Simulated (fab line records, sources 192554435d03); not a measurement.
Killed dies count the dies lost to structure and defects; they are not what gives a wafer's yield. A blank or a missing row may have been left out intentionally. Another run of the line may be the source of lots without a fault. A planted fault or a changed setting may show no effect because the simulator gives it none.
fab line records	flow n5-finfet	part 1 of 2: steps 1 to 19 of 29
[record] lots = 5	wafers = 15	last-day = 17
route steps=1938 shown BEOL_M0_SAQP@682 BEOL_M0_CUTY@701
lots that met no fault: from a run of the same line without faults
start-h: start of the lot's first displayed wafer, in hours after the record's first day	wait-h: how many hours have passed since the lot's step before this one	" as in the row above	L1.1+2: a single row standing in for several wafers	- no value, or no start was given	* or withheld: withheld	< > ~ a bound
route shown NAME@n: a module of which the file shows steps, and the number in the route of the first	usual: the fault-free wafers' mean and standard deviation	same: alike in all rows	chamber/n: place in a boat	sites: the reading at each site	_std_site: how widely they spread, as a standard deviation	_edge_site: mean of outer sites minus mean of inner sites	radius-mm: for every site, how far away it sits from the centre of the wafer	mask NAME#n: copy n	behind: tool/chamber where the wafer was last shaped	hold: cause of the lot's hold/its duration in hours/its outcome	device: the transistor (n, p or np) that didn't switch	end of line: tests of these same wafers at the route's end	a step with no rows: only its recipe	killed: not the wafer's yield, but the dies lost to structure and defects at the first sort	map: the dies of a wafer, with x for killed, . for not killed, _ for no die there
set.NAME: the run value of the setting; set.NAME@STEP: its run value at that earlier step	model.NAME: the simulator's own value behind a step, which no gauge read
a table for each step, a row for each wafer; lots at some steps of the route
services: a tool's chamber out of use, with start hour (start-h, from the record's first day; less than 0 if before it), hours out, and reason
[[steps]]
[step N5_BEOL_M0_SAQP_COAT_87]
[recipe] resist = underlayer	temp-c = 205	time-s = 60	spin-rpm = 1500	resist-thk-nm = 5
[usual] exhaust-pa = 45.2/0.84
lot.wafer	tool	chamber	start-h	wait-h	exhaust-pa
L080.2	litho-track-05	0	-	-	44.2
L080.3	"	0	"	"	44.5
L080.4	"	0	"	"	45.7
L085.1	litho-track-04	0	-	-	46.0
L085.2	"	0	"	"	45.5
L085.6	"	0	"	"	44.8
L089.3	litho-track-04	0	-	-	44.3
L089.5	"	0	"	"	44.4
L089.6	"	0	"	"	43.8
L093.1	litho-track-04	0	-	-	45.0
L093.5	"	0	"	"	46.1
L093.6	"	0	"	"	46.0
L095.2	litho-track-04	0	-	-	45.4
L095.3	"	0	"	"	44.3
L095.6	"	0	"	"	44.0
[step N5_BEOL_M0_SAQP_COAT_34]
[recipe] resist = CAR-EUV	spin-rpm = 1500	resist-thk-nm = 30
[usual] exhaust-pa = 45.0/1.1
lot.wafer	tool	chamber	start-h	wait-h	exhaust-pa
L080.2	litho-track-05	0	-	-	45.5
L080.3	"	0	"	"	45.5
L080.4	"	0	"	"	45.2
L085.1	litho-track-04	0	-	-	44.9
L085.2	"	0	"	"	45.1
L085.6	"	0	"	"	42.9
L089.3	litho-track-04	0	-	-	46.1
L089.5	"	0	"	"	45.7
L089.6	"	0	"	"	46.9
L093.1	litho-track-04	0	-	-	45.0
L093.5	"	0	"	"	43.3
L093.6	"	0	"	"	42.9
L095.2	litho-track-04	0	-	-	43.4
L095.3	"	0	"	"	43.9
L095.6	"	0	"	"	44.2
[step N5_BEOL_M0_SAQP_EBR_36]
[recipe] solvent = PGMEA	ebr-width-mm = 1.5
[usual] exhaust-pa = 45.1/0.89
lot.wafer	tool	chamber	start-h	wait-h	exhaust-pa
L080.2	litho-track-05	0	-	-	45.4
L080.3	"	0	"	"	46.2
L080.4	"	0	"	"	45.8
L085.1	litho-track-04	0	-	-	45.4
L085.2	"	0	"	"	45.4
L085.6	"	0	"	"	44.7
L089.3	litho-track-04	0	-	-	45.2
L089.5	"	0	"	"	45.8
L089.6	"	0	"	"	45.9
L093.1	litho-track-04	0	-	-	44.2
L093.5	"	0	"	"	44.2
L093.6	"	0	"	"	44.3
L095.2	litho-track-04	0	-	-	45.1
L095.3	"	0	"	"	45.8
L095.6	"	0	"	"	44.9
[step N5_BEOL_M0_SAQP_SOFTBAKE_35]
[recipe] temp-c = 110	time-s = 60	resist = CAR-EUV
[usual] exhaust-pa = 44.9/0.89
lot.wafer	tool	chamber	start-h	wait-h	exhaust-pa
L080.2	litho-track-05	0	-	-	45.1
L080.3	"	0	"	"	43.7
L080.4	"	0	"	"	44.3
L085.1	litho-track-04	0	-	-	44.6
L085.2	"	0	"	"	44.0
L085.6	"	0	"	"	44.2
L089.3	litho-track-04	0	-	-	45.1
L089.5	"	0	"	"	44.6
L089.6	"	0	"	"	43.8
L093.1	litho-track-04	0	-	-	43.6
L093.5	"	0	"	"	42.3
L093.6	"	0	"	"	43.3
L095.2	litho-track-04	0	-	-	45.1
L095.3	"	0	"	"	43.9
L095.6	"	0	"	"	43.7
[step N5_BEOL_M0_SAQP_EXPOSE_37]
[recipe] mask-id = M0_CUT1	na = 0.33	source-shape = annular	sigma-inner = 0.35	sigma-outer = 0.8	polarization = unpolarized	target-cd-nm = 30	dose-mj = 44.75
lot.wafer	tool	chamber	start-h	wait-h	mask
L080.2+3+4	euv-scanner-01	0	162.46	-	M0_CUT1#0
L085.1+2+6	euv-scanner-01	0	181.72	-	M0_CUT1#0
L089.3+5+6	euv-scanner-01	0	205.36	-	M0_CUT1#0
L093.1+5+6	euv-scanner-02	0	224.01	-	M0_CUT1#0
L095.2+3+6	euv-scanner-01	0	244.57	-	M0_CUT1#0
[step N5_BEOL_M0_SAQP_PEB_38]
[recipe] peb-temp-c = 100	peb-time-s = 60	resist = CAR-EUV
[usual] exhaust-pa = 45.0/0.9
lot.wafer	tool	chamber	start-h	wait-h	exhaust-pa
L080.2	litho-track-01	0	162.52	0.1	44.9
L080.3	"	0	"	"	44.0
L080.4	"	0	"	"	43.9
L085.1	litho-track-04	0	181.79	0.1	45.3
L085.2	"	0	"	"	43.8
L085.6	"	0	"	"	46.0
L089.3	litho-track-01	0	205.41	0.0	45.0
L089.5	"	0	"	"	45.9
L089.6	"	0	"	"	45.6
L093.1	litho-track-01	0	224.08	0.1	45.8
L093.5	"	0	"	"	44.6
L093.6	"	0	"	"	45.1
L095.2	litho-track-04	0	244.63	0.1	45.2
L095.3	"	0	"	"	44.6
L095.6	"	0	"	"	46.3
[step N5_BEOL_M0_SAQP_DEVELOP_39]
[recipe] develop-time-s = 30	developer = TMAH	resist = CAR-EUV	rinse-liquid = surfactant-rinse	dry = air-spin	dev-temp-c = 23
[usual] exhaust-pa = 45.0/1.1
lot.wafer	tool	chamber	start-h	wait-h	exhaust-pa
L080.2	litho-track-01	0	-	-	44.0
L080.3	"	0	"	"	45.5
L080.4	"	0	"	"	44.0
L085.1	litho-track-04	0	-	-	46.5
L085.2	"	0	"	"	46.1
L085.6	"	0	"	"	43.3
L089.3	litho-track-01	0	-	-	46.1
L089.5	"	0	"	"	46.4
L089.6	"	0	"	"	45.9
L093.1	litho-track-01	0	-	-	45.3
L093.5	"	0	"	"	44.1
L093.6	"	0	"	"	43.8
L095.2	litho-track-04	0	-	-	45.2
L095.3	"	0	"	"	44.1
L095.6	"	0	"	"	42.6
[step N5_BEOL_M0_SAQP_CD_MEAS_40]
[recipe] target-cd-nm = 30	landing-energy-ev = 500	detector = se-inlens
[usual] cd-nm = 30.01/0.23
lot.wafer	tool	chamber	start-h	wait-h	cd-nm
L080.2	cd-sem-01	0	162.59	-	30.55
L080.3	"	0	"	"	30.25
L080.4	"	0	"	"	29.90
L085.1	cd-sem-02	0	181.85	-	29.76
L085.2	"	0	"	"	29.81
L085.6	"	0	"	"	30.11
L089.3	cd-sem-01	0	205.48	-	30.01
L089.5	"	0	"	"	29.85
L089.6	"	0	"	"	29.95
L093.1	cd-sem-02	0	224.15	-	29.49
L093.5	"	0	"	"	29.74
L093.6	"	0	"	"	29.73
L095.2	cd-sem-01	0	244.69	-	30.12
L095.3	"	0	"	"	29.76
L095.6	"	0	"	"	29.88
[step N5_BEOL_M0_SAQP_OVL_MEAS_41]
[recipe] points-per-wafer = 522
[usual] M0_CUT1_OVL = -0.4/0.64
lot.wafer	tool	chamber	start-h	wait-h	M0_CUT1_OVL[nm]
L080.2	overlay-02	0	162.62	0.0	-0.8
L080.3	"	0	"	"	-0.1
L080.4	"	0	"	"	-1.2
L085.1	overlay-02	0	181.88	0.0	-0.8
L085.2	"	0	"	"	0.1
L085.6	"	0	"	"	1.0
L089.3	overlay-02	0	205.52	0.0	-0.7
L089.5	"	0	"	"	-1.2
L089.6	"	0	"	"	0.1
L093.1	overlay-01	0	224.18	0.0	-0.2
L093.5	"	0	"	"	-0.6
L093.6	"	0	"	"	-0.9
L095.2	overlay-01	0	244.73	0.0	0.4
L095.3	"	0	"	"	-0.1
L095.6	"	0	"	"	0.9
[step N5_BEOL_M0_SAQP_INSPECT_42]
[recipe] mode = adi	inspect-instrument = brightfield
[usual] raw-defect-count = 290/82
lot.wafer	tool	chamber	start-h	wait-h	raw-defect-count
L080.2	defect-inspect-01	-	162.67	0.0	306
L080.3	"	-	"	"	218
L080.4	"	-	"	"	356
L085.1	defect-inspect-01	-	181.94	0.1	206
L085.2	"	-	"	"	335
L085.6	"	-	"	"	176
L089.3	defect-inspect-01	-	205.56	0.0	313
L089.5	"	-	"	"	312
L089.6	"	-	"	"	351
L093.1	defect-inspect-02	-	224.24	0.1	450
L093.5	"	-	"	"	350
L093.6	"	-	"	"	400
L095.2	defect-inspect-01	-	244.78	0.0	286
L095.3	"	-	"	"	353
L095.6	"	-	"	"	530
[step N5_BEOL_M0_SAQP_DESCUM_45]
[recipe] chemistry = O2	time-s = 7	source-power-w = 50	bias-power-w = 20	pressure-mtorr = 20	rf-frequency-hz = 2.712e+07	temp-c = 40	resist = CAR-EUV	o2-flow-sccm = 225
[usual] drypump-motor-current-A = 5.8/0.36	oes-product-au = 0.78/0.078	rf-vpp-V = 242.9/1.6	showerhead-plenum-p-Torr = 2.08/0.083	throttle-valve-pct = 20.46/0.22
lot.wafer	tool	chamber	start-h	wait-h	drypump-motor-current-A	oes-product-au	rf-hours-counter-h	rf-vpp-V	showerhead-plenum-p-Torr	throttle-valve-pct
L080.2	rie-diel-06	1	162.80	0.1	6.4	0.91	25	246.5	2.23	20.33
L080.3	"	0	"	"	5.8	0.80	116	240.8	2.03	20.18
L080.4	"	0	"	"	5.8	0.80	-	241.7	2.03	20.18
L085.1	rie-diel-06	2	181.98	0.0	5.9	0.69	232	243.7	2.06	20.72
L085.2	"	1	"	"	6.4	0.90	30	245.7	2.23	20.32
L085.6	"	1	"	"	6.4	0.91	-	244.9	2.23	20.34
L089.3	rie-diel-06	2	205.61	0.0	5.9	0.69	238	240.7	2.06	20.75
L089.5	"	1	"	"	6.3	0.89	-	244.9	2.23	20.33
L089.6	"	0	"	"	5.8	0.79	-	242.1	2.02	20.18
L093.1	rie-diel-05	3	224.27	0.0	5.3	0.71	208	242.0	1.99	20.67
L093.5	"	2	"	"	6.3	0.66	-	240.7	1.97	20.86
L093.6	"	3	"	"	5.2	0.72	-	242.2	1.99	20.67
L095.2	rie-diel-05	0	244.91	0.1	5.9	0.83	74	242.1	2.03	20.17
L095.3	"	3	"	"	5.3	0.71	215	242.1	1.99	20.68
L095.6	"	1	"	"	6.1	0.73	-	245.2	2.16	20.63
[step N5_BEOL_M0_SAQP_ETCH_88]
[recipe] chemistry = N2/H2	target = underlayer	target-depth-a = 65	time-s = 5.2	ion-energy-ev = 200	mask-material = CAR-EUV	pressure-mtorr = 30	source-w = 840	bias-w = 150	n2-flow-sccm = 200	h2-flow-sccm = 200	ends = cleared
[usual] drypump-motor-current-A = 5.8/0.37	etch-rf-on-time-s = 5.21/0.067	oes-product-au = 0.67/0.068	rf-vpp-V = 523.3/2.9	showerhead-plenum-p-Torr = 2.52/0.097	throttle-valve-pct = 17.90/0.24
lot.wafer	tool	chamber	start-h	wait-h	drypump-motor-current-A	etch-rf-on-time-s	oes-product-au	rf-hours-counter-h	rf-vpp-V	showerhead-plenum-p-Torr	throttle-valve-pct
L080.2	rie-diel-06	1	162.83	0.0	6.3	5.13	0.78	25	527.5	2.71	17.79
L080.3	"	0	"	"	5.8	5.16	0.68	116	518.2	2.45	17.52
L080.4	"	0	"	"	5.8	5.15	0.68	-	520.8	2.45	17.51
L085.1	rie-diel-06	2	182.01	0.0	5.9	5.36	0.59	232	523.2	2.51	18.29
L085.2	"	1	"	"	6.3	5.14	0.77	30	528.4	2.70	17.80
L085.6	"	1	"	"	6.4	5.18	0.77	-	529.2	2.70	17.78
L089.3	rie-diel-06	2	205.64	0.0	5.9	5.23	0.59	238	521.3	2.51	18.29
L089.5	"	1	"	"	6.4	5.10	0.77	-	528.2	2.70	17.79
L089.6	"	0	"	"	5.8	5.20	0.67	-	518.9	2.45	17.52
L093.1	rie-diel-05	3	224.30	0.0	5.2	5.27	0.61	208	519.9	2.42	18.14
L093.5	"	2	"	"	6.3	5.38	0.56	-	519.8	2.40	18.36
L093.6	"	3	"	"	5.2	5.23	0.61	-	521.9	2.42	18.15
L095.2	rie-diel-05	0	244.95	0.0	5.9	5.22	0.70	74	523.8	2.47	17.58
L095.3	"	3	"	"	5.2	5.23	0.61	215	519.9	2.42	18.14
L095.6	"	1	"	"	6.1	5.25	0.62	-	528.3	2.63	18.08
[step N5_BEOL_M0_SAQP_ETCH_73]
[recipe] chemistry = CF4	target = SiARC	target-depth-a = 195	mask-material = CAR-EUV	time-s = 32.5	ion-energy-ev = 80	pressure-mtorr = 40	source-w = 545	bias-w = 36	Ar_flow_sccm = 100	cf4-flow-sccm = 100	ends = cleared
[usual] drypump-motor-current-A = 5.8/0.37	etch-rf-on-time-s = 32.5/0.44	mfc-ar-sccm = 99.98/0.28	oes-product-au = 0.67/0.069	rf-vpp-V = 183.9/1.2	showerhead-plenum-p-Torr = 2.13/0.077	throttle-valve-pct = 15.66/0.24
lot.wafer	tool	chamber	start-h	wait-h	drypump-motor-current-A	etch-rf-on-time-s	mfc-ar-sccm	oes-product-au	rf-hours-counter-h	rf-vpp-V	showerhead-plenum-p-Torr	throttle-valve-pct
L080.2	rie-diel-06	1	162.85	0.0	6.3	32.0	100.05	0.79	25	186.3	2.27	15.43
L080.3	"	0	"	"	5.8	32.0	100.17	0.68	116	183.4	2.07	15.34
L080.4	"	0	"	"	5.8	31.9	100.08	0.68	-	183.5	2.07	15.34
L085.1	rie-diel-06	2	182.03	0.0	5.9	33.2	100.02	0.58	232	182.8	2.11	15.95
L085.2	"	1	"	"	6.4	31.8	99.80	0.78	30	186.5	2.27	15.43
L085.6	"	1	"	"	6.3	31.9	99.75	0.78	-	184.6	2.27	15.42
L089.3	rie-diel-06	2	205.66	0.0	5.9	32.7	99.99	0.59	238	183.1	2.11	15.96
L089.5	"	1	"	"	6.3	32.0	100.09	0.77	-	185.7	2.27	15.43
L089.6	"	0	"	"	5.8	32.1	99.57	0.68	-	184.5	2.07	15.35
L093.1	rie-diel-05	3	224.32	0.0	5.3	32.8	99.83	0.61	208	183.3	2.04	15.88
L093.5	"	2	"	"	6.4	33.2	100.17	0.56	-	181.9	2.02	16.07
L093.6	"	3	"	"	5.2	32.6	99.80	0.61	-	182.1	2.04	15.88
L095.2	rie-diel-05	0	244.97	0.0	5.9	32.8	100.11	0.70	74	183.3	2.09	15.41
L095.3	"	3	"	"	5.2	32.1	99.91	0.61	215	182.2	2.04	15.89
L095.6	"	1	"	"	6.1	32.3	100.10	0.62	-	186.9	2.22	15.89
[step N5_BEOL_M0_SAQP_CUT_ETCH_46]
[recipe] chemistry = N2/H2	target = SOC	target-depth-a = 1350	overetch-a = 270	temp-c = 40	time-s = 202.5	ion-energy-ev = 200	mask-material = SiARC	pressure-mtorr = 30	source-w = 840	bias-w = 150	n2-flow-sccm = 200	h2-flow-sccm = 200
[usual] drypump-motor-current-A = 5.8/0.36	rf-vpp-V = 523.2/2.8	showerhead-plenum-p-Torr = 2.52/0.097	throttle-valve-pct = 17.85/0.24
lot.wafer	tool	chamber	start-h	wait-h	drypump-motor-current-A	rf-hours-counter-h	rf-vpp-V	showerhead-plenum-p-Torr	throttle-valve-pct
L080.2	rie-diel-06	1	162.88	0.0	6.4	25	528.3	2.71	17.74
L080.3	"	0	"	"	5.8	116	519.6	2.45	17.46
L080.4	"	0	"	"	5.8	-	520.9	2.45	17.49
L085.1	rie-diel-06	2	182.06	0.0	5.9	232	522.6	2.51	18.22
L085.2	"	1	"	"	6.4	30	528.2	2.70	17.74
L085.6	"	1	"	"	6.3	-	527.5	2.70	17.76
L089.3	rie-diel-06	2	205.69	0.0	5.9	238	522.0	2.51	18.24
L089.5	"	1	"	"	6.4	-	527.8	2.70	17.76
L089.6	"	0	"	"	5.8	-	520.4	2.45	17.48
L093.1	rie-diel-05	3	224.35	0.0	5.2	208	521.1	2.42	18.09
L093.5	"	2	"	"	6.4	-	520.4	2.40	18.33
L093.6	"	3	"	"	5.2	-	519.4	2.42	18.11
L095.2	rie-diel-05	0	245.00	0.0	5.9	74	522.4	2.47	17.55
L095.3	"	3	"	"	5.2	215	519.6	2.42	18.11
L095.6	"	1	"	"	6.1	-	525.1	2.63	18.03
[step N5_BEOL_M0_SAQP_STRIP_74]
[recipe] chemistry = N2/H2	temp-c = 40	n2-flow-sccm = 200	h2-flow-sccm = 200	rf-frequency-hz = 6e+07
lot.wafer	tool	chamber	start-h	wait-h
L080.2+3+4	rie-diel-06	1,0,0	163.04	0.1
L085.1+2+6	rie-diel-06	2,1,1	182.22	0.1
L089.3+5+6	rie-diel-06	2,1,0	205.85	0.1
L093.1+5+6	rie-diel-05	3,2,3	224.51	0.1
L095.2+3+6	rie-diel-05	0,3,1	245.15	0.1
[step N5_BEOL_M0_SAQP_STRIP_89]
[recipe] chemistry = N2/H2	temp-c = 40	n2-flow-sccm = 200	h2-flow-sccm = 200	rf-frequency-hz = 6e+07
lot.wafer	tool	chamber	start-h	wait-h
L080.2+3+4	rie-diel-06	1,0,0	163.05	0.0
L085.1+2+6	rie-diel-06	2,1,1	182.23	0.0
L089.3+5+6	rie-diel-06	2,1,0	205.86	0.0
L093.1+5+6	rie-diel-05	3,2,3	224.52	0.0
L095.2+3+6	rie-diel-05	0,3,1	245.16	0.0
[step N5_BEOL_M0_SAQP_ALD_48]
[recipe] material = SiO2	target-thk-a = 200	temp-c = 100	ald-precursor-family = BDEAS	ald-co-reactant = O2-plasma	pulse-time-s = 1	co-reactant-pulse-time-s = 1	purge-time-s = 2	co-reactant-purge-time-s = 2	ald-cycles = 139	pressure-torr = 2
[usual] heater-power-w = 74/9.1	precursor-pulse-height-rel = 0.999/0.019
[same] ald-cycles = 139
lot.wafer	tool	chamber	start-h	wait-h	heater-power-w	precursor-pulse-height-rel
L080.2	ald-sin-03	3	163.08	0.0	62	0.984
L080.3	"	2	"	"	70	0.971
L080.4	"	1	"	"	83	1.000
L085.1	ald-sin-02	3	182.28	0.0	70	1.002
L085.2	"	0	"	"	64	0.975
L085.6	"	2	"	"	75	1.006
L089.3	ald-sin-03	3	205.89	0.0	63	0.997
L089.5	"	3	"	"	61	0.968
L089.6	"	0	"	"	83	1.006
L093.1	ald-sin-02	3	224.55	0.0	70	1.007
L093.5	"	3	"	"	69	0.988
L093.6	"	0	"	"	65	0.977
L095.2	ald-sin-02	3	245.20	0.0	69	0.994
L095.3	"	2	"	"	75	0.985
L095.6	"	0	"	"	67	1.031
[step N5_BEOL_M0_SAQP_ETCH_49]
[recipe] chemistry = CF4/O2	target-depth-a = 370	target = SiO2	pressure-mtorr = 40	source-w = 535	bias-w = 49	Ar_flow_sccm = 100	cf4-flow-sccm = 100	O2_flow_sccm = 10	ion-energy-ev = 100
[usual] O2_flow_sccm = 10.00/0.031	drypump-motor-current-A = 5.8/0.35	mfc-ar-sccm = 100.0/0.32	oes-product-au = 0.78/0.074	rf-vpp-V = 240.6/2.6	showerhead-plenum-p-Torr = 2.20/0.072	throttle-valve-pct = 15.94/0.21
lot.wafer	tool	chamber	start-h	wait-h	O2_flow_sccm	drypump-motor-current-A	mfc-ar-sccm	oes-product-au	rf-hours-counter-h	rf-vpp-V	showerhead-plenum-p-Torr	throttle-valve-pct
L080.2	rie-diel-01	0	163.63	0.3	10.00	5.3	99.9	0.78	131	240.8	2.21	15.78
L080.3	"	1	"	"	10.01	5.5	100.1	0.73	211	239.0	2.27	16.02
L080.4	"	2	"	"	9.98	6.1	100.3	0.79	-	243.9	2.22	16.13
L085.1	rie-diel-01	3	182.80	0.3	10.04	5.5	99.9	0.72	203	241.6	2.11	15.95
L085.2	"	2	"	"	10.01	6.1	99.8	0.80	131	243.0	2.22	16.14
L085.6	"	2	"	"	9.99	6.1	100.3	0.79	-	243.1	2.22	16.15
L089.3	rie-diel-01	3	206.58	0.4	10.04	5.4	100.1	0.72	213	242.0	2.10	15.96
L089.5	"	2	"	"	10.00	6.1	100.0	0.79	-	243.1	2.22	16.17
L089.6	"	3	"	"	10.04	5.5	100.4	0.72	-	240.4	2.10	15.97
L093.1	rie-diel-05	1	225.08	0.3	9.99	6.1	100.0	0.72	186	240.2	2.28	16.12
L093.5	"	0	"	"	9.93	5.9	99.8	0.83	-	245.7	2.15	15.65
L093.6	"	3	"	"	9.96	5.2	99.6	0.70	-	237.8	2.10	16.10
L095.2	rie-diel-01	2	245.77	0.3	10.01	6.1	100.4	0.77	153	242.9	2.21	16.17
L095.3	"	3	"	"	10.03	5.4	99.9	0.72	225	238.9	2.10	16.00
L095.6	"	1	"	"	10.00	5.5	99.9	0.71	-	238.5	2.25	16.08
[step N5_BEOL_M0_SAQP_STRIP_75]
[recipe] chemistry = CF4	resist = SiARC	power-w = 300	bias-power-w = 75	pressure-mtorr = 50	cf4-flow-sccm = 150	rf-frequency-hz = 6e+07
[usual] drypump-motor-current-A = 5.8/0.35	oes-product-au = 0.179/0.016	rf-vpp-V = 271.1/1.5	showerhead-plenum-p-Torr = 1.79/0.058	throttle-valve-pct = 13.68/0.22
lot.wafer	tool	chamber	start-h	wait-h	drypump-motor-current-A	oes-product-au	rf-hours-counter-h	rf-vpp-V	showerhead-plenum-p-Torr	throttle-valve-pct
L080.2	rie-diel-01	0	163.73	0.1	5.2	0.184	131	272.0	1.80	13.50
L080.3	"	1	"	"	5.6	0.168	211	271.3	1.85	13.81
L080.4	"	2	"	"	6.1	0.180	-	270.4	1.80	13.82
L085.1	rie-diel-01	3	182.90	0.1	5.4	0.161	203	271.1	1.72	13.73
L085.2	"	2	"	"	6.1	0.180	131	272.3	1.80	13.85
L085.6	"	2	"	"	6.1	0.179	-	272.3	1.80	13.86
L089.3	rie-diel-01	3	206.68	0.1	5.4	0.160	214	268.4	1.71	13.75
L089.5	"	2	"	"	6.1	0.182	-	270.0	1.80	13.87
L089.6	"	3	"	"	5.5	0.166	-	269.3	1.71	13.75
L093.1	rie-diel-05	1	225.18	0.1	6.1	0.167	186	272.5	1.86	13.87
L093.5	"	0	"	"	5.9	0.196	-	270.6	1.75	13.35
L093.6	"	3	"	"	5.2	0.164	-	269.2	1.71	13.87
L095.2	rie-diel-01	2	245.87	0.1	6.1	0.177	153	272.5	1.80	13.90
L095.3	"	3	"	"	5.5	0.168	225	270.0	1.71	13.77
L095.6	"	1	"	"	5.5	0.168	-	271.9	1.84	13.90
